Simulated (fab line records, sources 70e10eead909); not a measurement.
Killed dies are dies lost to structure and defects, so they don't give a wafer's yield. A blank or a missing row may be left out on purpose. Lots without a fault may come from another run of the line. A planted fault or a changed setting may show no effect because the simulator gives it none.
fab line records | flow nand_harc
record lots=6 wafers=18 last_day=33
route steps=1302 shown A_CONTACT@1065
lots that met no fault: from a run of the same line without faults
start_h: hours from the record's first day to the start of the lot's first wafer shown | wait_h: hours since the lot's step before | " the same as in the row above | L1.1+2: a row that stands for several wafers | - no value, or no start given | * or withheld: withheld | < > ~ a bound
route shown NAME@n: a module of which the file shows steps, and the number in the route of the first | usual: mean/standard deviation of fault-free wafers | same: alike in all rows | chamber/n: place in a boat | sites: the reading at each site | _std_site: their standard deviation | _edge_site: outer sites' mean less inner sites' | radius_mm: how far each site lies from the wafer's centre | mask NAME#n: copy n | behind: the tool/chamber that last shaped the wafer | hold: why the lot was held/for how many hours/how that ended | device: the transistor (n, p or np) that didn't switch | end of line: the same wafers' tests at the end of the route | a step without rows: its recipe alone | killed: dies lost to structure and defects at the first sort, not the wafer's yield | map: a wafer's dies, x killed, . not, _ none there
set.NAME: the setting as run; set.NAME@STEP: as run at that earlier step | model.NAME: the simulator's own value behind a step, which no gauge read
lots at some steps of the route; a table a step, a row a wafer
services: from which hour (start_h, from the record's first day; less than 0 if before it) a tool's chamber was out of use, for how many hours, and why
## steps
# step NHARC_A_CONTACT_STRIP_83
# recipe time_s=600 temp_c=30 chemistry=post_etch_residue_remover
# step NHARC_A_CONTACT_DEP_84
# recipe target_thk_a=28000 temp_c=400 material=aC
# usual susceptor_temp_C=400.00/0.21 throttle_valve_pct=34.999/0.01
# columns lot.wafer tool chamber start_h wait_h susceptor_temp_C throttle_valve_pct
L231.3 acl_dep-01 0 522.43 - 399.46 34.993
L231.4 " 0 " " 399.84 34.990
L231.6 " 0 " " 399.93 34.986
L238.1 acl_dep-01 0 608.83 - 400.41 34.997
L238.3 " 0 " " 400.32 34.998
L238.5 " 0 " " 400.47 34.990
L240.4 acl_dep-03 0 610.41 - - 34.989
L240.5 " 0 " " - 34.993
L240.6 " 0 " " - 35.005
L247.4 acl_dep-01 0 700.81 - 400.01 35.014
L247.5 " 0 " " 400.24 34.992
L247.6 " 0 " " 399.81 34.991
L250.1 acl_dep-02 0 709.38 - - 35.000
L250.4 " 0 " " - 35.020
L250.5 " 0 " " - 34.999
L251.3 acl_dep-02 0 728.24 - 400.18 34.980
L251.4 " 0 " " 400.00 35.002
L251.5 " 0 " " 400.06 35.012
# step NHARC_A_CONTACT_DEP_85
# recipe target_thk_a=600 target_thk_nm=60 temp_c=400 pressure_torr=3.5 flow_sccm=200 rf_w=350 material=SiON
# usual heater_power_outer_w=465/100 heater_power_w=767/140 susceptor_temp_C=399.97/0.21
# columns lot.wafer tool chamber start_h wait_h heater_power_outer_w heater_power_w susceptor_temp_C
L231.3 pecvd-01 1 523.63 0.9 384 688 399.84
L231.6 " 1 " " 385 686 399.88
L231.4 " 2 " " 608 884 399.93
L238.1 pecvd-02 2 610.60 1.5 332 561 400.46
L238.3 " 0 " " 402 688 400.02
L238.5 " 2 " " 338 543 400.15
L240.5 pecvd-02 0 611.37 0.4 452 736 399.93
L240.6 " 1 " " 596 973 400.28
L240.4 " 2 " " 305 518 400.44
L247.6 pecvd-01 2 701.77 0.1 527 835 400.01
L247.4 " 0 " " 528 849 400.00
L247.5 " 1 " " 357 664 399.84
L250.1 pecvd-01 0 711.12 1.5 587 958 400.18
L250.5 " 2 " " 586 872 399.80
L250.4 " 0 " " 604 976 400.06
L251.3 pecvd-04 2 729.45 0.9 444 765 400.40
L251.4 " 2 " " 447 761 400.14
L251.5 " 0 " " 470 756 400.01
# step NHARC_A_CONTACT_DEHYDRATE_00
# recipe temp_c=150 time_s=120
# step NHARC_A_CONTACT_HMDS_01
# recipe time_s=30
# step NHARC_A_CONTACT_COAT_86
# recipe temp_c=260 time_s=75
# step NHARC_A_CONTACT_COAT_87
# recipe temp_c=225 time_s=65
# step NHARC_A_CONTACT_COAT_02
# recipe spin_rpm=1500 resist_thk_nm=90
# step NHARC_A_CONTACT_SOFTBAKE_03
# recipe temp_c=105 time_s=55
# step NHARC_A_CONTACT_EBR_04
# step NHARC_A_CONTACT_EXPOSE_05
# recipe na=1.35 sigma_outer=0.8 dose_mj=84.24 mask_id=A_CC
# step NHARC_A_CONTACT_PEB_06
# recipe peb_temp_c=100 peb_time_s=65
# step NHARC_A_CONTACT_DEVELOP_07
# recipe develop_time_s=35 dev_temp_c=23
# usual chill_plate_temp_C=23.02/0.087 develop_time_s=35/0
# columns lot.wafer tool chamber start_h wait_h chill_plate_temp_C develop_time_s
L231.3 litho_track-06 0 524 - 23.15 35
L231.4 " 0 " " 23.09 35
L231.6 " 0 " " 23.09 35
L238.1 litho_track-01 - 611 - - -
L238.3 " - " " - -
L238.5 " - " " - -
L240.4 litho_track-04 - 611 - - -
L240.5 " - " " - -
L240.6 " - " " - -
L247.4 litho_track-01 0 702 - 23.04 35
L247.5 " 0 " " 23.02 35
L247.6 " 0 " " 23.04 35
L250.1 litho_track-06 0 711 - 23.06 35
L250.4 " 0 " " 23.14 35
L250.5 " 0 " " 23.06 35
L251.3 litho_track-06 0 730 - 23.04 35
L251.4 " 0 " " 23.04 35
L251.5 " 0 " " 23.11 35
# step NHARC_A_CONTACT_CD_MEAS_08
# recipe target_cd_nm=200 landing_energy_ev=500
# usual cd_nm=200.2/0.56
# columns lot.wafer tool chamber start_h wait_h cd_nm
L231.3 cd_sem-03 0 524.23 - 200.6
L231.4 " 0 " " 200.1
L231.6 " 0 " " 199.6
L238.1 cd_sem-03 0 611.32 - -
L238.3 " 0 " " -
L238.5 " 0 " " -
L240.4 cd_sem-02 0 612.01 - -
L240.5 " 0 " " -
L240.6 " 0 " " -
L247.4 cd_sem-01 0 702.42 - 199.0
L247.5 " 0 " " 200.3
L247.6 " 0 " " 199.8
L250.1 cd_sem-01 0 711.80 - 199.8
L250.4 " 0 " " 200.0
L250.5 " 0 " " 199.5
L251.3 cd_sem-01 0 730.15 - 199.6
L251.4 " 0 " " 200.0
L251.5 " 0 " " 200.6
## services
# columns tool chamber start_h hours kind
litho_track-01 - 505.00 7.0 pm
pecvd-01 0 505.00 - clean
pecvd-01 1 505.00 - clean
pecvd-01 2 505.00 - clean
litho_track-06 - 529.00 7.0 pm
acl_dep-01 - 551.65 13.0 pm
litho_track-04 - 553.00 7.0 pm
pecvd-02 - 589.05 13.0 pm
acl_dep-02 - 608.41 13.0 pm
pecvd-02 - 631.61 0.8 repair
pecvd-04 - 631.63 13.0 pm
pecvd-02 0 646.26 17.9 repair
acl_dep-03 - 668.00 13.0 pm
pecvd-01 - 673.00 13.0 pm
pecvd-01 0 673.00 13.0 vent_cycle
pecvd-01 1 673.00 13.0 vent_cycle
pecvd-01 2 673.00 13.0 vent_cycle
litho_track-01 - 680.00 7.0 pm
pecvd-01 0 686.00 - clean
pecvd-01 1 686.00 - clean
pecvd-01 2 686.00 - clean
litho_track-06 - 704.00 7.0 pm
litho_track-06 - 722.80 - consumable_replace:filter
litho_track-04 - 728.00 7.0 pm
## key
first_sign step=NHARC_A_CONTACT_DEVELOP_07 reading=tool_record direction=missing
effect none on later readings
met_at NHARC_A_CONTACT_DEVELOP_07
struck_wafers L238.1,L238.3,L238.5,L240.4,L240.5,L240.6
later_rows_left_out L238.1,L238.3,L238.5,L240.4,L240.5,L240.6
sort_left_out L238.1,L238.3,L238.5,L240.4,L240.5,L240.6
tester_left_out L238,L240
fault kind=skipped_step_whole tool=litho_track-01,litho_track-04 chamber=- onset_h=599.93 steps=NHARC_A_CONTACT_DEVELOP_07 scope=struck_lots_only
# tester_left_out: of these lots the tester's yield and bins aren't shown, on N5 and GAA mostly nor the transistor test; their killed dies are dies lost to structure and defects alone, not to doping, threshold or leakage, so they don't give the yield
# sort_left_out: the simulated sort isn't trusted on such a fault, so these wafers' sort isn't shown, and their yield isn't known
# later_rows_left_out: the simulator's readings of these wafers behind a module that went badly wrong aren't trusted and aren't shown, but for the sort
